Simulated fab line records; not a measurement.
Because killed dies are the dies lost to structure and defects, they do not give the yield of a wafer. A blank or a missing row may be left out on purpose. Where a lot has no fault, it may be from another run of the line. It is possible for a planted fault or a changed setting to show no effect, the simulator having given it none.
Chamber matching    flow nand harc    NHARC_P_CONTACT_CMP_24 on cmp-04: 4 sister chambers
The step polishes, t overpolish 30 s, target thk 200 nm. 4 wafers are shown with their chamber, then 7 later ones without.

## EACH WAFER AND ITS CHAMBER
wafer   chamber  motor current A (A)
L078.4  1        9.5
L081.2  2        11.4
L086.2  0        11.4
L086.4  3        11.4

## WAFERS WITH NO CHAMBER GIVEN
wafer   motor current A (A)
L086.6  10.4
L087.1  10.5
L087.2  11.8
L087.6  11.4
L096.4  11.9
L096.5  11.8
L096.6  11.6

## THE CHAMBER EACH PASSED THROUGH
wafer   from the rows above                in truth
L086.6  can't be placed: 1 or 0 or 2 or 3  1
L087.1  can't be placed: 0 or 2 or 3 or 1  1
L087.2  can't be placed: 0 or 2 or 3       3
L087.6  can't be placed: 0 or 2 or 3       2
L096.4  can't be placed: 0 or 2 or 3       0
L096.5  can't be placed: 0 or 2 or 3       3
L096.6  can't be placed: 0 or 2 or 3       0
Correct placement for 0 of the 7. Cannot be placed on the basis of these rows: 7; the candidates contain the true chamber in 7. 0 placed wrongly.
How it was worked out, from the rows above alone: a wafer's distance from a chamber is the root of the sum, over the readings, of the square of ((its reading less the chamber's mean) divided by the reading's scatter). The wafer belongs to the nearest chamber; if the next one is less than 2 further off, it can't be placed. A chamber's mean is the mean of its shown wafers. The scatter: root of mean squared gap, hidden wafer to nearest shown wafer, with one shown wafer a chamber.
